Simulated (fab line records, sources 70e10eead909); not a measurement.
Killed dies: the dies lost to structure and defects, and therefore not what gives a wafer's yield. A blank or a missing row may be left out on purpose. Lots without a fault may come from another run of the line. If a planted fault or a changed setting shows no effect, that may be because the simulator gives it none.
Matching of chambers | flow nand_harc | NHARC_P_GATE_ETCH_104 on rie_diel-01: 4 sister chambers
The step etches the open film in CF4/CHF3, target depth 60 nm. 18 wafers are shown with their chamber, then 9 later ones without.

== WAFERS WITH THEIR CHAMBER ==
wafer  | chamber | drypump_motor_current_A (A) | rf_vpp_V (V) | oes_product_au (a.u.)
L075.3 | 2       | 5.45                        | 373.5        | 0.975
L075.5 | 3       | 6.20                        | 368.4        | 0.967
L075.6 | 0       | 5.67                        | 370.3        | 0.972
L076.3 | 2       | 5.44                        | 371.9        | 0.932
L076.5 | 0       | 5.69                        | 368.2        | 0.927
L076.6 | 3       | 6.20                        | 367.7        | 0.927
L077.2 | 0       | 5.76                        | 370.4        | 0.924
L077.3 | 1       | 5.43                        | 369.9        | 0.928
L077.5 | 1       | 5.42                        | 371.0        | 0.922
L079.1 | 1       | 5.42                        | 371.8        | 0.965
L079.2 | 2       | 5.45                        | 371.4        | 0.952
L079.4 | 0       | 5.70                        | 370.4        | 0.972
L083.2 | 2       | 5.45                        | 373.3        | 0.916
L083.5 | 0       | 5.69                        | 369.3        | 0.923
L083.6 | 1       | 5.42                        | 370.4        | 0.940
L088.3 | 2       | 5.45                        | 372.9        | 0.911
L088.4 | 1       | 5.36                        | 369.8        | 0.916
L088.6 | 1       | 5.41                        | 372.2        | 0.925

SIGNATURES, as means of the wafers listed above
reading                 | chamber 0 | chamber 1 | chamber 2 | chamber 3 | scatter within a chamber
drypump_motor_current_A | 5.7020    | 5.4100    | 5.4480    | 6.2000    | 0.0238
rf_vpp_V                | 369.720   | 370.850   | 372.600   | 368.050   | 0.936
oes_product_au          | 0.94360   | 0.93267   | 0.93720   | 0.94700   | 0.0237
Rule: a wafer lies at a distance from a chamber equal to the root of the sum of squares, over the readings, of (its reading less the chamber's mean, divided by the reading's scatter). If the next closest chamber is less than 2 further off than the closest, the wafer can't be placed; otherwise it belongs to the closest. How the scatter is found: for the shown wafers, subtract from each reading the mean of its chamber, square and add these, divide the total by (wafers less chambers), then take the root.

== WAFERS WITH NO CHAMBER GIVEN ==
wafer  | drypump_motor_current_A (A) | rf_vpp_V (V) | oes_product_au (a.u.)
L090.1 | 5.72                        | 366.2        | 0.911
L090.2 | 5.43                        | 371.2        | 0.917
L090.3 | 6.21                        | 367.2        | 0.930
L091.1 | 5.44                        | 373.5        | 0.959
L091.2 | 5.42                        | 369.7        | 0.964
L091.3 | 6.20                        | 367.3        | 0.965
L095.1 | 6.22                        | 366.8        | 0.988
L095.2 | 5.41                        | 372.1        | 0.948
L095.3 | 5.68                        | 370.2        | 0.955

== EACH ONE'S CHAMBER ==
wafer  | from the rows above     | in truth
L090.1 | 0                       | 0
L090.2 | can't be placed: 1 or 2 | 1
L090.3 | 3                       | 3
L091.1 | can't be placed: 2 or 1 | 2
L091.2 | can't be placed: 1 or 2 | 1
L091.3 | 3                       | 3
L095.1 | 3                       | 3
L095.2 | can't be placed: 1 or 2 | 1
L095.3 | 0                       | 0
Correctly placed: 5 of 9. Can't be placed from these rows: 4 (the true chamber is among the candidates in 4). Placed wrongly: 0.
